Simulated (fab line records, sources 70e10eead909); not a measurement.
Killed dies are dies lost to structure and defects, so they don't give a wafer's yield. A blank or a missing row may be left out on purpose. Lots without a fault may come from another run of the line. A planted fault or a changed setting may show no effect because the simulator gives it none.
Which tool did it? | flow nand_harc | 10 lots, 30 wafers sampled, at 6 steps of a route of 1302

WHAT THE GAUGES READ, wafer by wafer
NHARC_P_M1_CD_MEAS_09: target cd 130 nm. Usual: cd_nm 130.0 nm, standard deviation 0.49.
lot  | measured     | on        | cd_nm (nm)        | flag
L499 | day 6 14:21  | cd_sem-03 | 129.5 129.2 129.3 |
L501 | day 7 10:55  | cd_sem-02 | 129.6 130.4 129.3 |
L504 | day 8 15:52  | cd_sem-03 | 129.5 129.4 129.5 |
L507 | day 9 23:36  | cd_sem-02 | 129.6 128.9 129.4 |
L509 | day 11 01:00 | cd_sem-02 | 127.5 130.0 130.4 |
L511 | day 11 10:58 | cd_sem-03 | 126.7 130.1 129.8 |
L516 | day 13 18:02 | cd_sem-03 | 130.2 129.6 130.3 |
L517 | day 14 05:46 | cd_sem-02 | 130.0 129.9 130.1 |
L518 | day 14 19:40 | cd_sem-03 | 130.0 129.6 130.3 |
L521 | day 15 20:59 | cd_sem-03 | 130.3 130.2 129.5 |

NHARC_END_SORT_01. Usual: defect_limited_yield 91.4 %, standard deviation 2.6; killed_at_array 53, standard deviation 18; killed_at_other 0.9, standard deviation 1.3; killed_at_periphery 4, standard deviation 3.1; killed_dies 58, standard deviation 18; killed_open 3.4, standard deviation 2; killed_short 2.5, standard deviation 1.8; sort_bin_2_pct 3.1 %, standard deviation 1.2; sort_bin_3_pct 0.7 %, standard deviation 0.38; sort_bin_4_pct 4.8 %, standard deviation 1.5; sort_n_pass 619, standard deviation 18; sort_rim_yield_pct 90 %, standard deviation 4.6; sort_yield_pct 91.4 %, standard deviation 2.6.
lot  | measured     | on        | defect_limited_yield (%) | killed_at_array | killed_at_other | killed_at_periphery | killed_dies | killed_open | killed_short | sort_bin_2_pct (%) | sort_bin_3_pct (%) | sort_bin_4_pct (%) | sort_n_pass | sort_rim_yield_pct (%) | sort_yield_pct (%) | flag
L499 | day 24 05:56 | prober-01 | 93.4 90.3 90.0           | 39 58 61        | 0 0 1           | 6 8 6               | 45 66 68    | 4 6 4       | 4 1 8        | 1.9 2.8 3.4        | 0.3 1.2 0.3        | 4.4 5.8 6.4        | 632 611 609 | 89 96 93               | 93.4 90.3 90.0     |
L501 | day 25 08:07 | prober-01 | 92.9 93.5 92.6           | 44 43 46        | 1 0 1           | 3 1 3               | 48 44 50    | 6 1 3       | 2 1 3        | 2.2 1.9 2.8        | 0.1 0.7 0.7        | 4.7 3.8 3.8        | 629 633 627 | 91 92 92               | 92.9 93.5 92.6     |
L504 | day 26 12:15 | prober-02 | 95.1 95.6 95.1           | 25 26 25        | 2 2 0           | 6 2 8               | 33 30 33    | 3 3 3       | 3 0 3        | 0.9 1.3 1.3        | 0.4 0 0.4          | 3.5 3.1 3.1        | 644 647 644 | 93 98 98               | 95.1 95.6 95.1     |
L507 | day 28 09:44 | prober-01 | 93.1 90.4 88.6           | 41 54 71        | 1 3 2           | 5 8 4               | 47 65 77    | 0 4 1       | 4 5 3        | 2.1 4.1 3.8        | 0.9 0.6 1.2        | 4.0 4.9 6.4        | 630 612 600 | 82 84 93               | 93.1 90.4 88.6     |
L509 | day 29 17:30 | prober-01 | 93.5 90.8 91.3           | 42 60 56        | 0 0 0           | 2 2 3               | 44 62 59    | 2 6 7       | 2 3 2        | 2.1 3.7 3.7        | 0.9 0.3 0.6        | 3.5 5.2 4.4        | 633 615 618 | 100 96 94              | 93.5 90.8 91.3     |
L511 | day 29 17:29 | prober-02 | 95.4 92.5 93.1           | 30 49 46        | 0 1 0           | 1 1 1               | 31 51 47    | 5 1 4       | 2 1 0        | 1.8 3.2 2.5        | 0.1 0.7 0.4        | 2.7 3.5 4.0        | 646 626 630 | 93 99 98               | 95.4 92.5 93.1     |
L516 | day 32 01:14 | prober-01 | 93.4 92.3 93.2           | 44 38 38        | 0 1 3           | 1 13 5              | 45 52 46    | 2 1 3       | 3 3 2        | 2.4 2.7 2.2        | 0.3 0.3 0.9        | 4.0 4.7 3.7        | 632 625 631 | 90 88 94               | 93.4 92.3 93.2     |
L517 | day 32 17:50 | prober-01 | 87.7 89.1 89.8           | 71 66 62        | 0 0 1           | 12 8 6              | 83 74 69    | 4 3 3       | 3 3 2        | 4.4 4.0 3.4        | 0.9 0.6 1.0        | 6.9 6.4 5.8        | 594 603 608 | 79 92 83               | 87.7 89.1 89.8     |
L518 | day 33 04:17 | prober-01 | 89.1 90.8 91.1           | 71 57 51        | 0 0 0           | 3 5 9               | 74 62 60    | 4 3 2       | 2 5 3        | 2.4 2.8 3.8        | 1.2 0.7 0.1        | 7.4 5.6 4.9        | 603 615 617 | 90 85 92               | 89.1 90.8 91.1     |
L521 | day 34 02:04 | prober-01 | 89.8 90.7 92.5           | 67 56 46        | 1 1 1           | 1 6 4               | 69 63 51    | 2 4 4       | 2 2 2        | 4.4 4.4 3.2        | 0.6 0.9 0.9        | 5.2 4.0 3.4        | 608 614 626 | 85 89 89               | 89.8 90.7 92.5     |

WHICH TOOL RAN EACH LOT (tool, then ch and the chambers of the sampled wafers, then the start)
lot  | NHARC_P_M0_STRIP_18                | NHARC_P_M0_PRE_CLEAN_31         | NHARC_P_M1_PEB_07                 | NHARC_P_M1_ETCH_35
L499 | rie_diel-04 ch 1,2, day 6 10:59    | pecvd-02 ch 0,1,2, day 6 13:10  | litho_track-04 ch 0, day 6 14:16  | rie_diel-13 ch 2,3, day 6 14:37
L501 | rie_diel-10 ch 1,2, day 7 07:25    | pecvd-01 ch 0,1, day 7 09:35    | litho_track-06 ch 0, day 7 10:50  | rie_diel-06 ch 1,2,3, day 7 11:13
L504 | rie_diel-05 ch 0,1,3, day 8 12:29  | pecvd-02 ch 0,1, day 8 14:42    | litho_track-01 ch 0, day 8 15:47  | rie_diel-06 ch 0,1, day 8 16:08
L507 | rie_diel-05 ch 0,3, day 9 20:13    | pecvd-01 ch 0,1, day 9 22:25    | litho_track-01 ch 0, day 9 23:31  | rie_diel-13 ch 1,2, day 9 23:52
L509 | rie_diel-04 ch 1,2, day 10 21:25   | pecvd-01 ch 0,1,2, day 10 23:43 | litho_track-01 ch 0, day 11 00:55 | rie_diel-06 ch 1,3, day 11 01:16
L511 | rie_diel-04 ch 0,2, day 11 07:31   | pecvd-01 ch 1,2, day 11 09:38   | litho_track-01 ch 0, day 11 10:53 | rie_diel-06 ch 1,2,3, day 11 11:14
L516 | rie_diel-10 ch 0,3, day 13 14:40   | pecvd-01 ch 1,2, day 13 16:50   | litho_track-06 ch 0, day 13 17:58 | rie_diel-13 ch 0,3, day 13 18:19
L517 | rie_diel-05 ch 0,1,2, day 14 02:19 | pecvd-02 ch 0,1,2, day 14 04:26 | litho_track-06 ch 0, day 14 05:41 | rie_diel-06 ch 0,1,3, day 14 06:02
L518 | rie_diel-04 ch 0,3, day 14 16:10   | pecvd-02 ch 0,1,2, day 14 18:22 | litho_track-06 ch 0, day 14 19:35 | rie_diel-13 ch 0,1,2, day 14 19:56
L521 | rie_diel-10 ch 1,2,3, day 15 17:40 | pecvd-01 ch 1,2, day 15 19:49   | litho_track-01 ch 0, day 15 20:55 | rie_diel-13 ch 1,2,3, day 15 21:17
- NHARC_P_M0_STRIP_18: strips in N2/H2.
- NHARC_P_M0_PRE_CLEAN_31: time 12 s.
- NHARC_P_M1_PEB_07: peb time 65 s.
- NHARC_P_M1_ETCH_35: etches the open film in N2/H2, target depth 40 nm, overetch 12 nm, time 43.94 s.

WHAT THE TOOLS THEMSELVES READ (means of the sampled wafers that have a number; where no wafer has one, the mark that the record gives instead)
NHARC_P_M0_STRIP_18. Usual: drypump_motor_current_A 5.8 A, standard deviation 0.46; h2_flow_sccm 150.0 sccm, standard deviation 0.48; oes_product_au 1.000 a.u., standard deviation 0.0076; rf_fwd_power_W 997 W, standard deviation 3.4; rf_vpp_V 90.6 V, standard deviation 0.98; showerhead_plenum_p_Torr 2.03 Torr, standard deviation 0.08; throttle_valve_pct 14.171 %, standard deviation 0.0095.
lot  | tool        | drypump_motor_current_A (A) | h2_flow_sccm (sccm) | oes_product_au (a.u.) | rf_fwd_power_W (W) | rf_vpp_V (V) | showerhead_plenum_p_Torr (Torr) | throttle_valve_pct (%) | flag
L499 | rie_diel-04 | 5.6                         | 150.3               | 0.999                 | 996                | 91.1         | 2.00                            | 14.172                 |
L501 | rie_diel-10 | 5.9                         | 150.2               | 1.000                 | 1001               | 89.8         | 2.03                            | 14.176                 |
L504 | rie_diel-05 | 5.3                         | 149.7               | 1.006                 | 999                | 90.3         | 2.05                            | 14.174                 |
L507 | rie_diel-05 | 5.3                         | 150.1               | 1.001                 | 998                | 90.5         | 2.00                            | 14.170                 |
L509 | rie_diel-04 | 5.3                         | 150.2               | 0.994                 | 998                | 89.0         | 1.97                            | 14.168                 |
L511 | rie_diel-04 | 5.3                         | 150.4               | 0.993                 | 998                | 89.9         | 1.95                            | 14.170                 |
L516 | rie_diel-10 | 5.9                         | 150.0               | 1.009                 | 996                | 90.5         | 2.13                            | 14.177                 |
L517 | rie_diel-05 | 5.7                         | 149.6               | 1.005                 | 998                | 90.6         | 2.05                            | 14.164                 |
L518 | rie_diel-04 | 5.8                         | 149.9               | 1.003                 | 993                | 91.1         | 2.01                            | 14.176                 |
L521 | rie_diel-10 | 6.1                         | 150.0               | 0.992                 | 999                | 90.9         | 2.01                            | 14.169                 |

NHARC_P_M0_PRE_CLEAN_31. Usual: heater_power_w 616 W, standard deviation 110; rf_fwd_power_W 292.5 W, standard deviation 1.
lot  | tool     | heater_power_w (W) | rf_fwd_power_W (W) | flag
L499 | pecvd-02 | 596                | 292.0              |
L501 | pecvd-01 | 724                | 292.2              |
L504 | pecvd-02 | 633                | 292.5              |
L507 | pecvd-01 | 676                | 293.0              |
L509 | pecvd-01 | 633                | 292.6              |
L511 | pecvd-01 | 585                | 292.3              |
L516 | pecvd-01 | 577                | 292.8              |
L517 | pecvd-02 | 606                | 291.6              |
L518 | pecvd-02 | 597                | 293.1              |
L521 | pecvd-01 | 678                | 293.3              |

NHARC_P_M1_PEB_07. Usual: heater_power_total_W 156.6 W, standard deviation 0.43.
lot  | tool           | heater_power_total_W (W) | flag
L499 | litho_track-04 | 156.4                    |
L501 | litho_track-06 | 156.6                    |
L504 | litho_track-01 | 156.4                    |
L507 | litho_track-01 | 156.7                    |
L509 | litho_track-01 | 159.1                    | OFF
L511 | litho_track-01 | 159.2                    | OFF
L516 | litho_track-06 | 156.2                    |
L517 | litho_track-06 | 156.6                    |
L518 | litho_track-06 | 156.6                    |
L521 | litho_track-01 | 156.6                    |

NHARC_P_M1_ETCH_35. Usual: drypump_motor_current_A 5.6 A, standard deviation 0.44; h2_flow_sccm 150.0 sccm, standard deviation 0.44; oes_product_au 0.999 a.u., standard deviation 0.0067; rf_fwd_power_W 395.0 W, standard deviation 2; rf_vpp_V 429.7 V, standard deviation 1.5; showerhead_plenum_p_Torr 2.01 Torr, standard deviation 0.042; throttle_valve_pct 14.172 %, standard deviation 0.0097.
lot  | tool        | drypump_motor_current_A (A) | h2_flow_sccm (sccm) | oes_product_au (a.u.) | rf_fwd_power_W (W) | rf_vpp_V (V) | showerhead_plenum_p_Torr (Torr) | throttle_valve_pct (%) | flag
L499 | rie_diel-13 | 5.5                         | 150.2               | 0.996                 | 394.5              | 431.6        | 2.07                            | 14.178                 |
L501 | rie_diel-06 | 5.7                         | 150.0               | 1.000                 | 394.8              | 429.5        | 2.00                            | 14.174                 |
L504 | rie_diel-06 | 5.3                         | 149.5               | 0.997                 | 396.1              | 429.4        | 2.00                            | 14.181                 |
L507 | rie_diel-13 | 5.2                         | 150.0               | 0.995                 | 394.8              | 429.4        | 2.01                            | 14.173                 |
L509 | rie_diel-06 | 5.9                         | 149.8               | 0.993                 | 397.3              | 429.0        | 1.99                            | 14.173                 |
L511 | rie_diel-06 | 5.7                         | 150.0               | 0.994                 | 394.8              | 429.9        | 2.00                            | 14.165                 |
L516 | rie_diel-13 | 6.1                         | 150.1               | 0.996                 | 396.0              | 428.6        | 1.98                            | 14.163                 |
L517 | rie_diel-06 | 5.5                         | 150.2               | 1.002                 | 397.0              | 428.8        | 2.00                            | 14.168                 |
L518 | rie_diel-13 | 5.6                         | 150.0               | 1.000                 | 394.6              | 430.4        | 2.01                            | 14.175                 |
L521 | rie_diel-13 | 5.4                         | 150.5               | 1.004                 | 394.0              | 429.9        | 2.02                            | 14.167                 |

THE ANSWER, worked out from the rows above alone
Rule: a lot is off if the mean of its wafers that have a number lies more than 3 standard deviations from the usual mean. A lot without any number at a reading at which 4 lots or more have one is off too. The other lots that the step has rows for count as sound. The gauges are gone through in route order, then the tools' own readings, and for those a lot's mean is taken as printed above. The first step at which some lot is off is used, and at that step the reading that is off furthest; a lot without a number counts as furthest.
Off: L509, L511, at NHARC_P_M1_PEB_07 (heater_power_total_W).
A tool fits if, at that step or a process step before it, it ran every lot that is off, and no sound lot after the first of them. None of those tried fits.

WHAT THE SIMULATOR HAD PUT IN
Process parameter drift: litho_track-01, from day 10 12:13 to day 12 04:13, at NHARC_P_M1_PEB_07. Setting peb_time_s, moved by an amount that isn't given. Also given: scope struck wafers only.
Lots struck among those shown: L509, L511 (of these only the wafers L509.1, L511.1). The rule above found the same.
